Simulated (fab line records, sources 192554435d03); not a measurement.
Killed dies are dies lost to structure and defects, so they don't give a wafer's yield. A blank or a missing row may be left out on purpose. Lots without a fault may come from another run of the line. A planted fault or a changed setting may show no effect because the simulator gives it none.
fab line records | flow n5_finfet | part 1 of 2: steps 1 to 3 of 6
record lots=23 wafers=69 last_day=19
route steps=1938 shown BEOL_M4@1040
lots that met no fault: from a run of the same line without faults
start_h: hours from the record's first day to the start of the lot's first wafer shown | wait_h: hours since the lot's step before | " the same as in the row above | L1.1+2: a row that stands for several wafers | - no value, or no start given | * or withheld: withheld | < > ~ a bound
route shown NAME@n: a module of which the file shows steps, and the number in the route of the first | usual: mean/standard deviation of fault-free wafers | same: alike in all rows | chamber/n: place in a boat | sites: the reading at each site | _std_site: their standard deviation | _edge_site: outer sites' mean less inner sites' | radius_mm: how far each site lies from the wafer's centre | mask NAME#n: copy n | behind: the tool/chamber that last shaped the wafer | hold: why the lot was held/for how many hours/how that ended | device: the transistor (n, p or np) that didn't switch | end of line: the same wafers' tests at the end of the route | a step without rows: its recipe alone | killed: dies lost to structure and defects at the first sort, not the wafer's yield | map: a wafer's dies, x killed, . not, _ none there
set.NAME: the setting as run; set.NAME@STEP: as run at that earlier step | model.NAME: the simulator's own value behind a step, which no gauge read
steps of the route over a sample of lots; a table a step, a row a wafer
services: from which hour (start_h, from the record's first day; less than 0 if before it) a tool's chamber was out of use, for how many hours, and why
## steps
# step N5_BEOL_M4_ETCH_64
# recipe chemistry=N2/H2 target=SOC target_depth_a=750 overetch_a=225 mask_material=SiARC temp_c=40 time_s=121.9 ion_energy_ev=200 pressure_mtorr=30 source_w=840 bias_w=150 n2_flow_sccm=200 h2_flow_sccm=200
# usual bias_w=150.0/0.46 drypump_motor_current_A=5.7/0.37 h2_flow_sccm=200.0/0.52 oes_product_au=0.62/0.065 rf_vpp_V=523.2/2.3 showerhead_plenum_p_Torr=2.53/0.084 throttle_valve_pct=17.69/0.19
# columns lot.wafer tool chamber start_h wait_h bias_w drypump_motor_current_A h2_flow_sccm oes_product_au rf_hours_counter_h rf_vpp_V showerhead_plenum_p_Torr throttle_valve_pct
L074.2 rie_diel-06 0 153.94 0.0 150.0 5.3 200.7 0.63 45 527.0 2.70 17.70
L074.3 " 2 " " 150.3 5.7 199.6 0.71 8 524.5 2.49 17.55
L074.5 " 1 " " 149.9 5.6 199.8 0.56 - 523.3 2.53 17.63
L075.3 rie_diel-02 0 157.88 0.0 150.1 5.9 200.5 0.55 168 526.1 2.63 17.59
L075.5 " 3 " " 149.5 5.2 200.1 0.56 - 525.9 2.64 17.68
L075.6 " 0 " " 150.5 5.9 199.2 0.54 - 527.2 2.63 17.60
L076.2 rie_diel-06 3 163.54 0.0 150.2 6.2 199.4 0.53 225 521.5 2.41 18.07
L076.4 " 0 " " 149.7 5.3 199.5 0.63 48 527.5 2.70 17.71
L076.5 " 0 " " 149.8 5.3 200.0 0.63 - 527.4 2.70 17.71
L077.2 rie_diel-06 2 170.04 0.0 149.3 5.7 199.3 0.69 13 521.2 2.49 17.56
L077.4 " 0 " " 150.1 5.3 200.3 0.63 - 527.1 2.70 17.74
L077.5 " 2 " " 149.8 5.7 199.7 0.71 - 523.2 2.49 17.58
L079.3 rie_diel-01 2 180.71 0.1 150.4 5.8 200.0 0.66 - 522.3 2.48 17.42
L079.4 " 1 " " 150.3 5.5 200.2 0.53 - 523.3 2.51 18.21
L079.6 " 2 " " 149.9 5.8 200.1 0.66 - 522.7 2.48 17.42
L080.1 rie_diel-02 1 192.41 0.0 149.7 5.8 200.2 0.68 22 523.3 2.49 17.58
L080.3 " 0 " " 149.6 5.9 200.3 0.54 180 524.9 2.63 17.62
L080.4 " 3 " " 149.5 5.2 199.8 0.55 190 525.6 2.64 17.73
L081.1 rie_diel-01 2 199.80 0.0 150.2 5.8 199.1 0.65 63 522.7 2.47 17.43
L081.2 " 3 " " 149.9 6.4 199.5 0.71 19 521.6 2.49 17.51
L081.5 " 1 " " 150.2 5.5 199.8 0.52 - 525.7 2.51 18.21
L082.1 rie_diel-06 0 216.52 0.0 149.3 5.3 200.1 0.61 66 527.7 2.70 17.73
L082.3 " 2 " " 149.4 5.7 199.5 0.66 29 523.0 2.48 17.58
L082.4 " 0 " " 149.2 5.3 200.1 0.61 - 527.1 2.70 17.74
L083.1 rie_diel-01 1 221.46 0.0 150.1 5.5 200.0 0.52 244 521.9 2.50 18.24
L083.3 " 2 " " 149.7 5.8 200.7 0.65 70 522.0 2.47 17.45
L083.6 " 0 " " 150.8 5.2 200.2 0.71 - 521.5 2.49 17.67
L084.1 rie_diel-01 1 223.12 0.0 150.0 5.5 200.5 0.52 244 523.4 2.50 18.25
L084.3 " 3 " " 149.3 6.4 198.5 0.70 27 522.2 2.49 17.55
L084.4 " 0 " " 149.4 5.2 200.1 0.72 14 522.0 2.49 17.65
L085.3 rie_diel-06 0 235.00 0.0 150.0 5.3 199.5 0.61 71 527.0 2.69 17.75
L085.4 " 3 " " 150.0 6.2 200.0 0.52 247 520.5 2.41 18.12
L085.6 " 1 " " 150.8 5.6 200.4 0.55 - 522.6 2.52 17.66
L086.1 rie_diel-06 0 245.69 0.0 150.2 5.3 200.2 0.61 74 526.7 2.69 17.75
L086.2 " 1 " " 150.2 5.6 200.4 0.55 192 522.3 2.52 17.66
L086.6 " 2 " " 148.9 5.7 199.9 0.66 - 522.5 2.48 17.61
L087.3 rie_diel-01 2 248.53 0.0 150.3 5.7 200.5 0.62 81 520.5 2.47 17.45
L087.5 " 0 " " 149.3 5.2 199.4 0.70 - 521.2 2.48 17.68
L087.6 " 3 " " 149.9 6.4 198.6 0.69 - 522.6 2.49 17.56
L088.1 rie_diel-01 3 253.28 0.0 150.6 6.4 199.6 0.67 40 521.8 2.48 17.56
L088.3 " 0 " " 150.0 5.2 200.2 0.69 27 523.4 2.48 17.70
L088.5 " 0 " " 150.0 5.2 199.9 0.69 - 521.3 2.48 17.68
L089.3 rie_diel-02 0 256.87 0.0 149.2 5.9 200.3 0.53 195 526.2 2.62 17.62
L089.5 " 3 " " 150.9 5.2 200.0 0.54 - 524.2 2.63 17.76
L089.6 " 2 " " 150.0 5.7 199.7 0.64 - 520.6 2.47 17.65
L090.1 rie_diel-01 3 257.27 0.0 149.8 6.4 199.9 0.67 42 522.0 2.48 17.58
L090.2 " 2 " " 150.0 5.8 199.6 0.63 84 521.5 2.46 17.47
L090.4 " 0 " " 150.1 5.1 200.3 0.68 - 522.4 2.48 17.70
L092.1 rie_diel-06 2 267.68 0.0 149.6 5.7 199.8 0.65 49 522.1 2.47 17.62
L092.2 " 1 " " 149.7 5.6 199.2 0.55 202 524.1 2.52 17.68
L092.6 " 1 " " 149.7 5.6 200.2 0.54 - 522.6 2.52 17.67
L091.1 rie_diel-01 1 274.30 0.0 149.5 5.6 200.6 0.71 5 522.1 2.50 17.84
L091.2 " 3 " " 150.1 6.5 200.7 0.67 47 521.3 2.48 17.57
L091.4 " 2 " " 149.9 5.8 199.8 0.63 90 522.0 2.46 17.48
L093.1 rie_diel-01 3 279.57 0.0 150.5 6.4 199.8 0.67 49 521.9 2.48 17.59
L093.3 " 0 " " 150.3 5.2 200.0 0.68 35 520.5 2.48 17.69
L093.6 " 0 " " 150.6 5.2 199.1 0.68 - 521.3 2.48 17.68
L094.1 rie_diel-06 3 281.35 0.0 150.2 6.2 200.4 0.74 7 527.2 2.72 17.66
L094.3 " 2 " " 150.9 5.7 199.9 0.65 53 522.2 2.47 17.63
L094.4 " 1 " " 149.9 5.6 199.5 0.54 206 523.7 2.51 17.68
L095.1 rie_diel-06 0 285.17 0.0 150.5 5.3 200.0 0.59 89 529.0 2.69 17.78
L095.2 " 2 " " 150.4 5.7 199.9 0.64 55 522.3 2.47 17.63
L095.5 " 0 " " 150.3 5.3 199.8 0.59 - 529.1 2.68 17.80
L096.1 rie_diel-01 2 311.50 0.0 149.6 5.8 198.9 0.62 100 521.2 2.46 17.49
L096.5 " 0 " " 149.2 5.2 199.4 0.67 - 521.2 2.47 17.70
L096.6 " 3 " " 150.2 6.4 200.2 0.66 - 522.4 2.48 17.59
L097.2 rie_diel-02 1 314.36 0.0 149.6 5.8 201.4 0.63 67 521.5 2.48 17.66
L097.5 " 1 " " 150.4 5.8 201.9 0.63 - 520.8 2.48 17.67
L097.6 " 2 " " 150.3 5.6 200.0 0.61 - 521.3 2.47 17.67
# step N5_BEOL_M4_STRIP_66
# recipe chemistry=CF4 resist=SiARC power_w=300 bias_power_w=75 pressure_mtorr=50 cf4_flow_sccm=150 rf_frequency_hz=6e+07
# usual drypump_motor_current_A=5.7/0.37 oes_product_au=0.81/0.084 rf_vpp_V=270.8/1.5 showerhead_plenum_p_Torr=1.78/0.052 throttle_valve_pct=13.43/0.22
# columns lot.wafer tool chamber start_h wait_h drypump_motor_current_A oes_product_au rf_hours_counter_h rf_vpp_V showerhead_plenum_p_Torr throttle_valve_pct
L074.2 rie_diel-06 0 154.07 0.0 5.3 0.83 45 272.2 1.89 13.35
L074.3 " 2 " " 5.7 0.93 8 272.3 1.76 13.29
L074.5 " 1 " " 5.6 0.73 - 271.1 1.79 13.55
L075.3 rie_diel-02 0 158.01 0.0 5.9 0.71 169 272.2 1.85 13.38
L075.5 " 3 " " 5.2 0.73 - 274.4 1.85 13.49
L075.6 " 0 " " 5.9 0.71 - 273.2 1.85 13.39
L076.2 rie_diel-06 3 163.68 0.0 6.1 0.68 225 270.4 1.71 13.73
L076.4 " 0 " " 5.3 0.83 48 273.9 1.89 13.38
L076.5 " 0 " " 5.3 0.83 - 272.7 1.89 13.36
L077.2 rie_diel-06 2 170.17 0.0 5.7 0.91 14 270.0 1.76 13.29
L077.4 " 0 " " 5.3 0.82 - 273.5 1.89 13.37
L077.5 " 2 " " 5.7 0.91 - 269.7 1.76 13.31
L079.3 rie_diel-01 2 180.86 0.0 5.7 0.85 - 270.5 1.75 13.13
L079.4 " 1 " " 5.5 0.68 - 269.1 1.77 14.07
L079.6 " 2 " " 5.7 0.85 - 270.3 1.75 13.15
L080.1 rie_diel-02 1 192.54 0.0 5.8 0.88 22 271.1 1.76 13.28
L080.3 " 0 " " 5.8 0.70 180 272.2 1.85 13.42
L080.4 " 3 " " 5.2 0.72 190 272.3 1.84 13.51
L081.1 rie_diel-01 2 199.93 0.0 5.7 0.84 63 270.6 1.75 13.16
L081.2 " 3 " " 6.4 0.92 19 269.4 1.76 13.24
L081.5 " 1 " " 5.5 0.68 - 270.4 1.77 14.09
L082.1 rie_diel-06 0 216.65 0.0 5.3 0.80 66 273.2 1.88 13.43
L082.3 " 2 " " 5.7 0.87 29 269.0 1.75 13.33
L082.4 " 0 " " 5.3 0.80 - 273.6 1.88 13.39
L083.1 rie_diel-01 1 221.59 0.0 5.5 0.68 244 270.7 1.77 14.12
L083.3 " 2 " " 5.7 0.83 70 270.4 1.75 13.17
L083.6 " 0 " " 5.1 0.92 - 270.4 1.76 13.37
L084.1 rie_diel-01 1 223.25 0.0 5.5 0.68 244 269.5 1.77 14.11
L084.3 " 3 " " 6.4 0.91 27 270.3 1.75 13.27
L084.4 " 0 " " 5.2 0.92 14 270.9 1.76 13.34
L085.3 rie_diel-06 0 235.13 0.0 5.3 0.79 71 272.5 1.88 13.43
L085.4 " 3 " " 6.2 0.67 247 267.0 1.70 13.79
L085.6 " 1 " " 5.6 0.72 - 270.8 1.78 13.57
L086.1 rie_diel-06 0 245.82 0.0 5.3 0.79 74 274.5 1.88 13.42
L086.2 " 1 " " 5.6 0.72 192 271.9 1.78 13.58
L086.6 " 2 " " 5.7 0.86 - 270.9 1.75 13.35
L087.3 rie_diel-01 2 248.66 0.0 5.7 0.81 81 270.9 1.74 13.19
L087.5 " 0 " " 5.2 0.90 - 270.6 1.76 13.36
L087.6 " 3 " " 6.4 0.88 - 269.9 1.75 13.30
L088.1 rie_diel-01 3 253.41 0.0 6.4 0.88 40 269.7 1.75 13.28
L088.3 " 0 " " 5.2 0.90 27 271.1 1.76 13.38
L088.5 " 0 " " 5.2 0.90 - 268.9 1.75 13.39
L089.3 rie_diel-02 0 257.00 0.0 5.9 0.69 195 272.2 1.85 13.47
L089.5 " 3 " " 5.2 0.70 - 271.6 1.84 13.57
L089.6 " 2 " " 5.7 0.82 - 271.2 1.74 13.33
L090.1 rie_diel-01 3 257.40 0.0 6.4 0.88 42 269.5 1.75 13.30
L090.2 " 2 " " 5.8 0.82 84 271.2 1.74 13.20
L090.4 " 0 " " 5.2 0.89 - 268.8 1.75 13.39
L092.1 rie_diel-06 2 267.81 0.0 5.7 0.84 49 269.5 1.75 13.40
L092.2 " 1 " " 5.6 0.71 202 271.9 1.78 13.61
L092.6 " 1 " " 5.6 0.71 - 269.8 1.78 13.61
L091.1 rie_diel-01 1 274.43 0.0 5.5 0.93 5 271.9 1.77 13.56
L091.2 " 3 " " 6.4 0.87 47 270.3 1.75 13.31
L091.4 " 2 " " 5.7 0.81 90 268.5 1.74 13.21
L093.1 rie_diel-01 3 279.70 0.0 6.4 0.87 49 268.2 1.75 13.30
L093.3 " 0 " " 5.2 0.88 35 271.2 1.75 13.39
L093.6 " 0 " " 5.2 0.88 - 271.6 1.75 13.42
L094.1 rie_diel-06 3 281.48 0.0 6.2 0.96 7 273.2 1.91 13.25
L094.3 " 2 " " 5.7 0.84 53 268.7 1.75 13.38
L094.4 " 1 " " 5.6 0.71 206 270.4 1.78 13.60
L095.1 rie_diel-06 0 285.30 0.0 5.3 0.78 89 272.6 1.88 13.44
L095.2 " 2 " " 5.7 0.84 55 270.9 1.75 13.40
L095.5 " 0 " " 5.3 0.78 - 274.1 1.88 13.46
L096.1 rie_diel-01 2 311.63 0.0 5.8 0.80 100 271.0 1.74 13.23
L096.5 " 0 " " 5.1 0.87 - 271.1 1.75 13.42
L096.6 " 3 " " 6.4 0.86 - 269.8 1.75 13.36
L097.2 rie_diel-02 1 314.49 0.0 5.8 0.81 67 271.0 1.75 13.37
L097.5 " 1 " " 5.8 0.81 - 270.7 1.75 13.38
L097.6 " 2 " " 5.7 0.80 - 268.6 1.74 13.36
# step N5_BEOL_M4_CD_MEAS_18
# recipe pitch_nm=36 target_cd_nm=18
# usual cd_nm=18.00/0.29
# columns lot.wafer tool chamber start_h wait_h cd_nm
L074.2 cd_sem-02 - 154.30 0.1 17.93
L074.3 " - " " 18.11
L074.5 " - " " 18.32
L075.3 cd_sem-01 - 158.32 0.1 17.85
L075.5 " - " " 18.06
L075.6 " - " " 17.26
L076.2 cd_sem-02 - 163.90 0.1 18.21
L076.4 " - " " 17.58
L076.5 " - " " 17.77
L077.2 cd_sem-03 - 170.45 0.1 18.52
L077.4 " - " " 17.97
L077.5 " - " " 18.36
L079.3 cd_sem-01 - 181.08 0.1 17.77
L079.4 " - " " 17.93
L079.6 " - " " 17.83
L080.1 cd_sem-02 - 192.77 0.1 18.09
L080.3 " - " " 18.25
L080.4 " - " " 18.05
L081.1 cd_sem-03 - 200.15 0.0 17.76
L081.2 " - " " 17.94
L081.5 " - " " 18.27
L082.1 cd_sem-02 - 216.87 0.0 18.01
L082.3 " - " " 18.15
L082.4 " - " " 17.80
L083.1 cd_sem-01 - 221.92 0.0 18.66
L083.3 " - " " 17.87
L083.6 " - " " 18.01
L084.1 cd_sem-03 - 223.71 0.1 17.79
L084.3 " - " " 18.53
L084.4 " - " " 17.60
L085.3 cd_sem-01 - 235.36 0.1 17.76
L085.4 " - " " 17.85
L085.6 " - " " 17.87
L086.1 cd_sem-02 - 246.04 0.0 17.49
L086.2 " - " " 17.83
L086.6 " - " " 18.05
L087.3 cd_sem-03 - 248.88 0.1 17.85
L087.5 " - " " 18.00
L087.6 " - " " 17.84
L088.1 cd_sem-03 - 253.63 0.0 18.18
L088.3 " - " " 17.75
L088.5 " - " " 17.93
L089.3 cd_sem-02 - 257.22 0.1 18.15
L089.5 " - " " 18.25
L089.6 " - " " 18.44
L090.1 cd_sem-02 - 257.62 0.0 18.06
L090.2 " - " " 18.70
L090.4 " - " " 18.24
L092.1 cd_sem-02 - 268.05 0.1 18.46
L092.2 " - " " 17.63
L092.6 " - " " 18.06
L091.1 cd_sem-03 - 274.66 0.0 17.64
L091.2 " - " " 18.02
L091.4 " - " " 18.23
L093.1 cd_sem-03 - 280.03 0.0 17.96
L093.3 " - " " 17.83
L093.6 " - " " 17.65
L094.1 cd_sem-03 - 281.71 0.0 17.94
L094.3 " - " " 18.59
L094.4 " - " " 17.79
L095.1 cd_sem-03 - 285.52 0.0 17.74
L095.2 " - " " 18.11
L095.5 " - " " 17.88
L096.1 cd_sem-03 - 311.85 0.0 18.30
L096.5 " - " " 17.97
L096.6 " - " " 18.39
L097.2 cd_sem-03 - 314.72 0.1 17.77
L097.5 " - " " 18.02
L097.6 " - " " 18.38
